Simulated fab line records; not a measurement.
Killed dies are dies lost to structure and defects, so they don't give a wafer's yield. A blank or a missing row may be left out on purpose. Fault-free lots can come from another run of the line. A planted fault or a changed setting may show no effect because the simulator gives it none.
fab line records -- flow nand_harc
record lots=6, wafers=18, last_day=34
route steps=1302 shown P_BONDPAD@360
lots that met no fault: taken from a fault-free run of the same line
start_h: the number of hours between the record's first day and the start of the first shown wafer of the lot -- wait_h: time in hours since the lot's previous step -- " unchanged from the row above -- L1.1+2: a single row standing in for several wafers -- - either no value or no given start -- * or withheld: withheld -- < > ~ a bound
route shown NAME@n: a module of which the file shows steps, and the number in the route of the first -- usual: mean/standard deviation of fault-free wafers -- same: alike in all rows -- chamber/n: place in a boat -- sites: the reading at each site -- _std_site: standard deviation across them -- _edge_site: inner sites' mean taken away from outer sites' mean -- radius_mm: for every site, how far away it sits from the centre of the wafer -- mask NAME#n: copy n -- behind: the tool/chamber that last shaped the wafer -- hold: why the lot went on hold/how many hours it stayed there/how the hold came to an end -- device: names the non-switching transistor (n, p or np) -- end of line: tests of these same wafers at the route's end -- step lacking rows: just its recipe -- killed: dies that structure and defects cost at the first sort, which is not the same as the wafer's yield -- map: dies across one wafer; x = killed, . = not, _ = none there
set.NAME: the setting that was run; set.NAME@STEP: the one run at that earlier step -- model.NAME: the simulator's own value behind a step, which no gauge read
lots seen at some steps along the route; tables by step, rows by wafer
services: the hour from which a tool's chamber was out of use, counted from the record's first day as start_h (under 0 if before that day), plus the number of hours and why
## steps
# step NHARC_P_BONDPAD_EBR_05
# step NHARC_P_BONDPAD_EXPOSE_06
# recipe na=0.55, dose_mj=37.06, mask_id=P_BPAD
# step NHARC_P_BONDPAD_PEB_07
# recipe peb_temp_c=128, peb_time_s=80
# step NHARC_P_BONDPAD_DEVELOP_08
# recipe time_s=50, dev_temp_c=22
# step NHARC_P_BONDPAD_CD_MEAS_09
# recipe target_cd_nm=500, landing_energy_ev=500
# usual cd_nm=500.0/2.1
lot.wafer,tool,chamber,start_h,wait_h,cd_nm
L132.3,cd_sem-03,0,205.73,-,499.4
L132.4,cd_sem-03,0,205.73,-,498.5
L132.6,cd_sem-03,0,205.73,-,500.2
L135.1,cd_sem-03,0,225.70,-,502.0
L135.3,cd_sem-03,0,225.70,-,500.9
L135.4,cd_sem-03,0,225.70,-,498.2
L138.1,cd_sem-02,0,249.03,-,495.7
L138.2,cd_sem-02,0,249.03,-,493.8
L138.3,cd_sem-02,0,249.03,-,494.3
L137.3,cd_sem-03,0,254.87,-,496.7
L137.4,cd_sem-03,0,254.87,-,497.0
L137.5,cd_sem-03,0,254.87,-,495.5
L147.2,cd_sem-03,0,344.51,-,501.8
L147.3,cd_sem-03,0,344.51,-,498.2
L147.6,cd_sem-03,0,344.51,-,501.2
L148.1,cd_sem-02,0,359.04,-,500.0
L148.4,cd_sem-02,0,359.04,-,501.3
L148.6,cd_sem-02,0,359.04,-,502.4
# step NHARC_P_BONDPAD_OVL_MEAS_38
# usual overlay_x_nm=-2/4.6, overlay_y_nm=1/5.8
lot.wafer,tool,chamber,start_h,wait_h,overlay_x_nm,overlay_y_nm
L132.3,overlay-01,-,205.81,-,1,-4
L132.4,overlay-01,-,205.81,-,1,-4
L132.6,overlay-01,-,205.81,-,1,-4
L135.1,overlay-01,-,225.79,-,3,-1
L135.3,overlay-01,-,225.79,-,3,-1
L135.4,overlay-01,-,225.79,-,3,-2
L138.1,overlay-02,-,249.12,-,-1,0
L138.2,overlay-02,-,249.12,-,-1,1
L138.3,overlay-02,-,249.12,-,0,0
L137.3,overlay-02,-,254.96,-,-4,6
L137.4,overlay-02,-,254.96,-,-3,7
L137.5,overlay-02,-,254.96,-,-4,6
L147.2,overlay-02,-,344.60,-,-1,6
L147.3,overlay-02,-,344.60,-,-2,5
L147.6,overlay-02,-,344.60,-,-1,6
L148.1,overlay-01,-,359.13,-,-9,-3
L148.4,overlay-01,-,359.13,-,-9,-3
L148.6,overlay-01,-,359.13,-,-9,-3
# step NHARC_P_BONDPAD_HARDBAKE_10
# recipe temp_c=118, time_s=65
# step NHARC_P_BONDPAD_DESCUM_11
# recipe time_s=3, o2_flow_sccm=200, ar_flow_sccm=0, bias_power_w=0, chemistry=O2
# usual drypump_motor_current_A=5.7/0.52, oes_product_au=0.997/0.0091, rf_vpp_V=57.8/0.78, showerhead_plenum_p_Torr=1.92/0.069, throttle_valve_pct=11.311/0.0091
lot.wafer,tool,chamber,start_h,wait_h,drypump_motor_current_A,oes_product_au,rf_hours_counter_h,rf_vpp_V,showerhead_plenum_p_Torr,throttle_valve_pct
L132.4,rie_diel-03,3,205.94,-,6.1,0.994,5.0,57.4,1.82,11.310
L132.3,rie_diel-03,0,205.94,-,5.5,0.984,5.5,57.2,1.95,11.325
L132.6,rie_diel-03,2,205.94,-,5.9,0.996,-,58.2,1.94,11.313
L135.1,rie_diel-05,1,225.91,-,4.9,0.985,4.3,59.1,1.94,11.297
L135.3,rie_diel-05,2,225.91,-,5.5,1.012,4.7,59.0,2.03,11.315
L135.4,rie_diel-05,0,225.91,-,6.4,1.005,4.0,57.1,1.88,11.309
L138.1,rie_diel-03,2,249.25,-,5.9,1.000,6.6,58.2,1.94,11.307
L138.3,rie_diel-03,3,249.25,-,6.1,1.000,8.2,57.0,1.81,11.315
L138.2,rie_diel-03,1,249.25,-,6.1,0.993,5.8,58.3,1.92,11.302
L137.4,rie_diel-02,2,255.08,-,4.9,0.997,1.5,59.0,1.90,11.307
L137.3,rie_diel-02,3,255.08,-,6.4,1.012,1.7,57.9,1.99,11.315
L137.5,rie_diel-02,2,255.08,-,4.9,0.984,-,58.1,1.90,11.295
L147.3,rie_diel-05,3,344.72,-,5.6,1.008,3.2,57.3,1.83,11.319
L147.2,rie_diel-05,0,344.72,-,6.3,0.991,2.8,58.3,1.88,11.313
L147.6,rie_diel-05,3,344.72,-,5.6,1.009,-,57.7,1.83,11.298
L148.4,rie_diel-02,1,359.27,-,6.1,1.006,7.8,57.8,2.00,11.298
L148.1,rie_diel-02,3,359.27,-,6.5,1.017,7.5,57.5,1.99,11.315
L148.6,rie_diel-02,0,359.27,-,5.1,0.999,-,57.2,1.82,11.314
# step NHARC_P_BONDPAD_ETCH_37
# recipe target_depth_a=600, overetch_a=180, time_s=65.91, ion_energy_ev=200, n2_flow_sccm=150, h2_flow_sccm=150, ar_flow_sccm=0, rf_w=400, bias_w=150, chemistry=N2/H2
# usual drypump_motor_current_A=5.7/0.51, oes_product_au=0.998/0.0087, rf_vpp_V=430.6/2.3, showerhead_plenum_p_Torr=2.04/0.077, throttle_valve_pct=14.171/0.009
lot.wafer,tool,chamber,start_h,wait_h,drypump_motor_current_A,oes_product_au,rf_hours_counter_h,rf_vpp_V,showerhead_plenum_p_Torr,throttle_valve_pct
L132.4,rie_diel-03,2,206.02,0.1,6.0,0.996,3.6,430.6,2.07,14.156
L132.3,rie_diel-03,0,206.02,0.1,5.4,0.991,5.5,431.8,2.08,14.183
L132.6,rie_diel-03,2,206.02,0.1,6.0,1.010,-,432.2,2.07,14.153
L135.4,rie_diel-05,2,226.00,0.1,5.5,1.001,4.7,433.1,2.17,14.180
L135.3,rie_diel-05,0,226.00,0.1,6.3,0.999,4.0,428.2,2.01,14.187
L135.1,rie_diel-05,1,226.00,0.1,4.9,0.983,4.3,432.2,2.07,14.178
L138.3,rie_diel-03,3,249.34,0.1,6.1,0.984,8.3,427.2,1.93,14.165
L138.1,rie_diel-03,0,249.34,0.1,5.4,0.989,8.8,431.5,2.08,14.178
L138.2,rie_diel-03,1,249.34,0.1,6.1,0.986,5.8,430.6,2.05,14.184
L137.4,rie_diel-02,1,255.16,0.1,6.1,1.013,1.4,431.5,2.13,14.172
L137.3,rie_diel-02,0,255.16,0.1,5.1,0.981,1.7,426.7,1.94,14.161
L137.5,rie_diel-02,2,255.16,0.1,4.9,0.983,-,430.5,2.02,14.167
L147.2,rie_diel-05,1,344.82,0.1,4.9,0.999,3.0,431.0,2.07,14.165
L147.3,rie_diel-05,2,344.82,0.1,5.5,1.002,3.3,432.9,2.17,14.168
L147.6,rie_diel-05,0,344.82,0.1,6.3,0.985,-,430.4,2.00,14.171
L148.4,rie_diel-02,1,359.34,0.1,6.1,1.005,7.8,432.9,2.13,14.147
L148.1,rie_diel-02,3,359.34,0.1,6.4,1.024,7.5,432.7,2.12,14.176
L148.6,rie_diel-02,2,359.34,0.1,4.9,1.011,-,430.6,2.02,14.168
# step NHARC_P_BONDPAD_ETCH_12
# recipe target_depth_a=2000, time_s=100, chf3_flow_sccm=50, o2_flow_sccm=10, ar_flow_sccm=200, rf_w=500, bias_w=200, chemistry=CHF3/O2
# usual drypump_motor_current_A=5.7/0.51, oes_product_au=0.929/0.017, rf_vpp_V=370.6/2.1, showerhead_plenum_p_Torr=2.40/0.085, throttle_valve_pct=20.572/0.0089
lot.wafer,tool,chamber,start_h,wait_h,drypump_motor_current_A,oes_product_au,rf_hours_counter_h,rf_vpp_V,showerhead_plenum_p_Torr,throttle_valve_pct
L132.4,rie_diel-03,1,-,-,6.1,0.916,4.2,372.6,2.41,20.577
L132.3,rie_diel-03,2,-,-,6.0,0.927,3.7,371.4,2.44,20.564
L132.6,rie_diel-03,3,-,-,6.1,0.920,-,368.1,2.28,20.579
L135.3,rie_diel-05,3,-,-,5.6,0.925,4.8,367.9,2.30,20.570
L135.1,rie_diel-05,1,-,-,4.9,0.951,4.4,371.5,2.43,20.566
L135.4,rie_diel-05,2,-,-,5.5,0.935,4.7,374.4,2.54,20.559
L138.2,rie_diel-03,3,-,-,6.1,0.920,8.3,366.6,2.28,20.577
L138.1,rie_diel-03,0,-,-,5.5,0.906,8.8,373.2,2.45,20.572
L138.3,rie_diel-03,1,-,-,6.1,0.923,5.8,369.8,2.41,20.586
L137.4,rie_diel-02,3,-,-,6.5,0.972,1.8,372.4,2.50,20.572
L137.3,rie_diel-02,1,-,-,6.1,0.984,1.4,373.5,2.51,20.550
L137.5,rie_diel-02,3,-,-,6.5,0.977,-,372.7,2.50,20.582
L147.3,rie_diel-05,0,-,-,6.3,0.914,2.8,369.7,2.36,20.576
L147.2,rie_diel-05,2,-,-,5.4,0.927,3.4,374.8,2.54,20.567
L147.6,rie_diel-05,0,-,-,6.3,0.912,-,369.0,2.36,20.571
L148.1,rie_diel-02,1,-,-,6.1,0.924,7.8,372.4,2.50,20.585
L148.4,rie_diel-02,3,-,-,6.5,0.933,7.5,372.4,2.49,20.577
L148.6,rie_diel-02,1,-,-,6.1,0.921,-,373.0,2.50,20.556
# step NHARC_P_BONDPAD_CD_MEAS_13
# usual cd_nm=499.3/2.3
lot.wafer,tool,chamber,start_h,wait_h,cd_nm
L132.3,cd_sem-02,-,206.25,-,498.4
L132.4,cd_sem-02,-,206.25,-,497.9
L132.6,cd_sem-02,-,206.25,-,499.6
L135.1,cd_sem-03,-,226.23,-,502.0
L135.3,cd_sem-03,-,226.23,-,499.5
L135.4,cd_sem-03,-,226.23,-,497.8
L138.1,cd_sem-02,-,249.57,-,495.2
L138.2,cd_sem-02,-,249.57,-,493.2
L138.3,cd_sem-02,-,249.57,-,493.4
L137.3,cd_sem-02,-,255.40,-,494.7
L137.4,cd_sem-02,-,255.40,-,495.6
L137.5,cd_sem-02,-,255.40,-,495.3
L147.2,cd_sem-03,-,345.04,-,501.5
L147.3,cd_sem-03,-,345.04,-,496.2
L147.6,cd_sem-03,-,345.04,-,500.0
L148.1,cd_sem-01,-,359.57,-,498.1
L148.4,cd_sem-01,-,359.57,-,501.9
L148.6,cd_sem-01,-,359.57,-,501.7
# step NHARC_P_BONDPAD_STRIP_15
# recipe o2_flow_sccm=500, ar_flow_sccm=0, bias_w=0, chemistry=O2
# usual drypump_motor_current_A=5.7/0.5, oes_product_au=0.999/0.01, rf_vpp_V=57.8/0.96, showerhead_plenum_p_Torr=3.55/0.12, throttle_valve_pct=17.037/0.0083
lot.wafer,tool,chamber,start_h,wait_h,drypump_motor_current_A,oes_product_au,rf_hours_counter_h,rf_vpp_V,showerhead_plenum_p_Torr,throttle_valve_pct
L132.3,rie_diel-05,2,206.34,0.1,5.5,1.025,3.9,57.7,3.73,17.043
L132.6,rie_diel-05,0,206.34,0.1,6.3,0.998,-,58.6,3.47,17.042
L132.4,rie_diel-05,3,206.34,0.1,5.6,1.013,-,58.0,3.38,17.036
L135.3,rie_diel-03,2,226.30,0.1,6.0,1.000,5.1,58.5,3.58,17.037
L135.1,rie_diel-03,3,226.30,0.1,6.1,1.001,6.8,57.3,3.36,17.037
L135.4,rie_diel-03,0,226.30,0.1,5.5,0.990,-,58.6,3.59,17.032
L138.2,rie_diel-03,2,249.64,0.1,6.0,0.997,6.7,57.2,3.58,17.036
L138.1,rie_diel-03,3,249.64,0.1,6.1,0.981,8.4,56.7,3.36,17.031
L138.3,rie_diel-03,1,249.64,0.1,6.0,0.995,5.8,58.3,3.54,17.035
L137.3,rie_diel-03,0,255.47,0.1,5.5,0.985,9.0,57.1,3.59,17.026
L137.4,rie_diel-03,3,255.47,0.1,6.2,0.994,8.5,57.2,3.36,17.032
L137.5,rie_diel-03,1,255.47,0.1,6.1,0.988,-,57.3,3.54,17.036
L147.2,rie_diel-02,0,345.13,0.1,5.1,1.008,5.9,57.3,3.36,17.034
L147.3,rie_diel-02,1,345.13,0.1,6.1,1.005,7.5,58.8,3.67,17.036
L147.6,rie_diel-02,3,345.13,0.1,6.5,1.013,-,58.3,3.66,17.049
L148.1,rie_diel-03,3,359.65,0.1,6.1,0.998,4.0,58.2,3.35,17.035
L148.4,rie_diel-03,0,359.65,0.1,5.5,0.998,3.8,57.4,3.59,17.031
L148.6,rie_diel-03,0,359.65,0.1,5.5,1.003,-,59.4,3.59,17.021
# step NHARC_P_BONDPAD_ETCH_24
# recipe target_depth_a=300, over_etch_frac=0.3, time_s=72.99, ion_energy_ev=150, cf4_flow_sccm=50, n2_flow_sccm=100, ar_flow_sccm=150, rf_w=300, bias_w=100, chemistry=CF4/N2
# usual drypump_motor_current_A=5.7/0.49, oes_product_au=0.999/0.0097, rf_vpp_V=314.5/1.9, showerhead_plenum_p_Torr=2.64/0.093, throttle_valve_pct=19.795/0.0093
lot.wafer,tool,chamber,start_h,wait_h,drypump_motor_current_A,oes_product_au,rf_hours_counter_h,rf_vpp_V,showerhead_plenum_p_Torr,throttle_valve_pct
L132.3,rie_diel-05,3,206.51,0.1,5.5,0.997,4.1,311.2,2.52,19.798
L132.4,rie_diel-05,0,206.51,0.1,6.3,0.988,-,313.7,2.59,19.796
L132.6,rie_diel-05,2,206.51,0.1,5.5,1.012,-,316.4,2.78,19.795
L135.3,rie_diel-03,2,226.48,0.2,6.0,0.988,5.2,314.9,2.66,19.798
L135.1,rie_diel-03,3,226.48,0.2,6.1,0.992,6.8,311.9,2.50,19.795
L135.4,rie_diel-03,2,226.48,0.2,6.0,0.999,-,315.6,2.66,19.786
L138.1,rie_diel-03,1,249.79,-,6.0,0.806,5.8,314.0,2.64,19.808
L138.3,rie_diel-03,3,249.79,-,6.1,0.985,8.4,312.4,2.50,19.809
L138.2,rie_diel-03,0,249.79,-,5.5,0.984,8.9,315.0,2.67,19.801
L137.4,rie_diel-03,3,255.62,-,6.1,0.803,8.5,312.5,2.50,19.800
L137.3,rie_diel-03,1,255.62,-,6.1,0.987,6.1,315.3,2.64,19.797
L137.5,rie_diel-03,0,255.62,-,5.4,0.997,-,314.1,2.67,19.785
L147.3,rie_diel-02,3,345.27,-,6.5,1.004,7.2,317.3,2.73,19.809
L147.2,rie_diel-02,0,345.27,-,5.1,0.986,5.9,312.2,2.50,19.811
L147.6,rie_diel-02,3,345.27,-,6.5,1.007,-,314.7,2.73,19.803
L148.4,rie_diel-03,2,359.80,-,6.0,0.976,3.7,315.1,2.66,19.783
L148.1,rie_diel-03,3,359.80,-,6.1,0.992,4.1,311.3,2.49,19.812
L148.6,rie_diel-03,3,359.80,-,6.1,0.993,-,310.3,2.49,19.773
# step NHARC_P_BONDPAD_STRIP_16
# recipe time_s=600, temp_c=30, chemistry=post_etch_residue_remover
## services
tool,chamber,start_h,hours,kind
rie_diel-03,0,186.82,-,clean
rie_diel-03,1,186.82,-,clean
rie_diel-03,2,186.82,-,clean
rie_diel-03,3,186.82,-,clean
rie_diel-05,1,205.40,10.0,repair
rie_diel-03,0,211.32,-,clean
rie_diel-03,1,211.32,-,clean
rie_diel-03,2,211.32,-,clean
rie_diel-03,3,211.32,-,clean
rie_diel-02,-,216.70,9.0,pm
rie_diel-03,1,224.47,14.9,repair
rie_diel-05,-,229.60,9.0,pm
rie_diel-03,0,235.82,-,clean
rie_diel-03,2,235.82,-,clean
rie_diel-03,3,235.82,-,clean
rie_diel-05,3,257.40,6.3,repair
rie_diel-03,0,260.89,-,clean
rie_diel-03,1,260.89,-,clean
rie_diel-03,3,263.48,7.2,repair
rie_diel-05,2,267.72,5.3,repair
rie_diel-02,0,271.24,21.4,repair
rie_diel-03,-,281.30,9.0,pm
rie_diel-03,3,298.58,2.8,repair
rie_diel-05,2,335.30,4.3,repair
## key
first_sign step=NHARC_P_BONDPAD_ETCH_24, reading=oes_product_au, direction=down, sigmas=20, usual=0.999, struck=0.805
effect none on later readings
met_at NHARC_P_BONDPAD_ETCH_24
struck_wafers L137.4,L138.1
sort_left_out L137.4,L138.1
onset_between 226.48 249.79
fault kind=process_parameter_drift, tool=rie_diel-03, chamber=-, onset_h=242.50, steps=NHARC_P_BONDPAD_ETCH_24, channel=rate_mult, offset=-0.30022, shape=step, end_h=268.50, scope=struck_wafers_only
# sort_left_out: the simulated sort isn't trusted on such a fault, so these wafers' sort isn't shown, and their yield isn't known
